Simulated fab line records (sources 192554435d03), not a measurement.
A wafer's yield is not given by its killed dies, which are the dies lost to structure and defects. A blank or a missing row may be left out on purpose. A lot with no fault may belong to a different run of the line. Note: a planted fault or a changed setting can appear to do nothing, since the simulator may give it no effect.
Matching of chambers    flow n5-finfet    N5_HKMG_FIN_NWFM_ALD_20 on ald-metal-02: 4 sister chambers
The step deposits TiAlC, target thk 2 nm, pulse time 3 s, purge time 2 s. 24 wafers are shown with their chamber, then 12 later ones without.

## WAFERS WITH THEIR CHAMBER
wafer   chamber  heater-power-w (W)  precursor-pulse-height-rel
L074.1  2        528                 0.987
L074.3  0        526                 0.985
L074.5  3        467                 1.018
L075.2  3        484                 1.029
L075.3  1        521                 0.985
L075.6  0        520                 1.009
L077.2  0        522                 1.006
L077.5  1        520                 1.019
L077.6  2        517                 0.990
L078.1  2        523                 1.012
L078.4  0        522                 0.998
L078.6  3        477                 0.998
L079.1  1        523                 0.993
L079.3  3        474                 0.992
L079.5  0        521                 0.986
L082.2  2        541                 1.027
L082.3  0        535                 0.991
L082.5  2        536                 0.979
L086.2  2        511                 0.994
L086.3  0        517                 0.994
L086.4  2        532                 0.981
L087.1  3        475                 1.001
L087.4  1        512                 1.007
L087.6  3        474                 1.004

SIGNATURES, as means of the wafers listed above
reading                     chamber 0  chamber 1  chamber 2  chamber 3  scatter within a chamber
heater-power-w              523.29     519.00     526.86     475.17     7.41
precursor-pulse-height-rel  0.99557    1.00100    0.99571    1.00700    0.0142
Rule: distance of a wafer from a chamber = root of the sum over the readings of ((wafer's reading minus chamber's mean) / reading's scatter) squared. If the next closest chamber is less than 2 further off than the closest, the wafer can't be placed; otherwise it belongs to the closest. The scatter: take each reading less its chamber's mean, square it, sum over the shown wafers, divide by the number of wafers less the number of chambers, and take the root.

## WAFERS WITHOUT THEIR CHAMBER
wafer   heater-power-w (W)  precursor-pulse-height-rel
L088.1  513                 0.999
L088.2  506                 1.004
L088.4  470                 1.013
L089.2  520                 0.997
L089.3  484                 0.992
L089.5  521                 0.985
L095.4  531                 0.973
L095.5  529                 1.041
L095.6  531                 1.033
L097.1  522                 0.964
L097.2  518                 0.989
L097.5  523                 1.000

## WHICH CHAMBER EACH WENT THROUGH
wafer   from the rows above           in truth
L088.1  can't be placed: 1 or 0 or 2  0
L088.2  can't be placed: 1 or 0 or 2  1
L088.4  3                             3
L089.2  can't be placed: 1 or 0 or 2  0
L089.3  3                             3
L089.5  can't be placed: 0 or 2 or 1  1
L095.4  can't be placed: 2 or 0 or 1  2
L095.5  can't be placed: 1 or 2 or 0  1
L095.6  can't be placed: 2 or 1 or 0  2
L097.1  can't be placed: 0 or 2 or 1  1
L097.2  can't be placed: 0 or 1 or 2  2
L097.5  can't be placed: 0 or 1 or 2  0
Correctly placed: 2 of 12. Not placeable from these rows: 10 (in 10, the candidates include the true chamber). 0 placed wrongly.
